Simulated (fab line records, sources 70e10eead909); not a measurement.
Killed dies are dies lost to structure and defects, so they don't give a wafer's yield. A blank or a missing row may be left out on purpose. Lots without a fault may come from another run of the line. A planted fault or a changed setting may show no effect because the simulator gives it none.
Which tool did it? | flow nand_harc | 24 lots, 72 wafers sampled, at 3 steps of a route of 1159

WHAT THE GAUGES READ, wafer by wafer
NHARC_A_CONTACT_INSPECT_44.
lot  | measured     | on                | raw_defect_count
L075 | day 16 00:20 | defect_inspect-01 | 25 32 24
L074 | day 16 02:20 | defect_inspect-02 | 28 12 23
L077 | day 16 13:36 | defect_inspect-01 | 8 7 3
L076 | day 16 15:51 | defect_inspect-01 | 26 21 20
L079 | day 17 06:02 | defect_inspect-02 | 9 9 6
L080 | day 17 10:22 | defect_inspect-01 | 28 18 16
L081 | day 17 16:10 | defect_inspect-02 | 21 29 22
L078 | day 17 19:19 | defect_inspect-02 | 35 27 30
L083 | day 18 02:52 | defect_inspect-02 | 23 23 24
L082 | day 18 18:35 | defect_inspect-01 | 10 12 10
L084 | day 18 19:07 | defect_inspect-01 | 39 44 39
L088 | day 19 08:22 | defect_inspect-02 | 32 26 32
L086 | day 19 08:37 | defect_inspect-01 | 10 10 8
L085 | day 19 12:48 | defect_inspect-01 | 23 20 31
L087 | day 19 13:34 | defect_inspect-02 | 39 29 33
L090 | day 20 00:16 | defect_inspect-01 | 38 28 33
L089 | day 20 01:01 | defect_inspect-01 | 35 48 33
L093 | day 20 14:01 | defect_inspect-02 | 15 18 11
L092 | day 20 15:40 | defect_inspect-01 | 16 24 19
L091 | day 20 18:23 | defect_inspect-02 | 63 44 42
L094 | day 21 12:43 | defect_inspect-02 | 59 77 60
L096 | day 21 20:55 | defect_inspect-01 | 16 22 8
L095 | day 21 21:40 | defect_inspect-02 | 34 41 52
L097 | day 22 11:21 | defect_inspect-02 | 44 59 46

NHARC_A_CONTACT_INSPECT_71.
lot  | measured     | on                | raw_defect_count
L075 | day 16 09:22 | defect_inspect-02 | 28 33 25
L074 | day 16 09:58 | defect_inspect-02 | 30 15 21
L077 | day 16 20:29 | defect_inspect-01 | 6 8 6
L076 | day 16 22:45 | defect_inspect-02 | 27 20 23
L079 | day 17 14:13 | defect_inspect-01 | 7 6 5
L080 | day 17 17:52 | defect_inspect-02 | 27 18 13
L081 | day 17 23:03 | defect_inspect-02 | 21 21 20
L078 | day 18 02:41 | defect_inspect-01 | 34 29 33
L083 | day 18 10:25 | defect_inspect-01 | 23 26 22
L082 | day 19 01:20 | defect_inspect-02 | 13 12 9
L084 | day 19 02:10 | defect_inspect-02 | 36 45 39
L088 | day 19 15:22 | defect_inspect-02 | 29 28 31
L086 | day 19 17:07 | defect_inspect-02 | 16 15 15
L085 | day 19 19:43 | defect_inspect-01 | 22 20 26
L087 | day 19 20:29 | defect_inspect-02 | 38 31 34
L090 | day 20 07:17 | defect_inspect-01 | 39 29 36
L089 | day 20 08:01 | defect_inspect-01 | 36 46 35
L093 | day 20 20:52 | defect_inspect-01 | 14 19 10
L092 | day 21 01:56 | defect_inspect-02 | 19 27 14
L091 | day 21 05:28 | defect_inspect-01 | 57 49 44
L094 | day 21 19:56 | defect_inspect-01 | 56 73 54
L096 | day 22 05:16 | defect_inspect-01 | 16 23 7
L095 | day 22 05:25 | defect_inspect-02 | 38 40 50
L097 | day 22 18:28 | defect_inspect-01 | 50 60 47

WHICH TOOL RAN EACH LOT (tool, then ch and the chambers of the sampled wafers, then the start)
lot  | NHARC_A_CONTACT_ETCH_112
L075 | har_cap_etch-01 ch 0,1, day 16 02:18
L074 | har_cap_etch-02 ch 0,1, day 16 04:35
L077 | har_cap_etch-01 ch 0,1, day 16 15:10
L076 | har_cap_etch-02 ch 0,1, day 16 17:24
L079 | har_cap_etch-02 ch 0,1, day 17 07:38
L080 | har_cap_etch-01 ch 0,1, day 17 12:09
L081 | har_cap_etch-02 ch 0,1, day 17 17:41
L078 | har_cap_etch-03 ch 0,1, day 17 20:54
L083 | har_cap_etch-02 ch 0,1, day 18 04:56
L082 | har_cap_etch-02 ch 0,1, day 18 20:06
L084 | har_cap_etch-01 ch 0,1, day 18 20:50
L088 | har_cap_etch-01 ch 0,1, day 19 09:55
L086 | har_cap_etch-02 ch 0,1, day 19 10:53
L085 | har_cap_etch-01 ch 0,1, day 19 14:21
L087 | har_cap_etch-03 ch 0,1, day 19 15:05
L090 | har_cap_etch-03 ch 0,1, day 20 01:54
L089 | har_cap_etch-01 ch 0,1, day 20 02:37
L093 | har_cap_etch-01 ch 0,1, day 20 15:35
L092 | har_cap_etch-03 ch 1, day 20 17:13
L091 | har_cap_etch-01 ch 0,1, day 20 19:58
L094 | har_cap_etch-01 ch 0,1, day 21 14:23
L096 | har_cap_etch-02 ch 0,1, day 21 22:26
L095 | har_cap_etch-01 ch 0,1, day 21 23:13
L097 | har_cap_etch-02 ch 0,1, day 22 12:53
- NHARC_A_CONTACT_ETCH_112: etches the open film in C4F8/O2/Ar, time 94 s, target depth 922 nm.

WHAT THE TOOLS THEMSELVES READ (means of the sampled wafers that have a number; where no wafer has one, the mark that the record gives instead)
The record holds no such reading with a usual standard deviation.

THE ANSWER, worked out from the rows above alone
Rule: what is usual is taken from the lots themselves. Put in order of their means at a reading, lots are off if they are a third of the lots or fewer, leave a main group of 4 or more, and stand apart from it by a gap of 3 or more times the standard deviation of the main group's means; of several such gaps the widest counts. A main group whose means are all the same, to the digits that the tables above print for the reading, isn't used. A lot without any number at a reading at which 4 lots or more have one is off too. The other lots that the step has rows for count as sound. The gauges are gone through in route order, then the tools' own readings, and for those a lot's mean is taken as printed above. The first step at which some lot is off is used, and at that step the reading that is off furthest; a lot without a number counts as furthest.
No lot is off at any reading shown: from this, nothing can be told.

WHAT THE SIMULATOR HAD PUT IN
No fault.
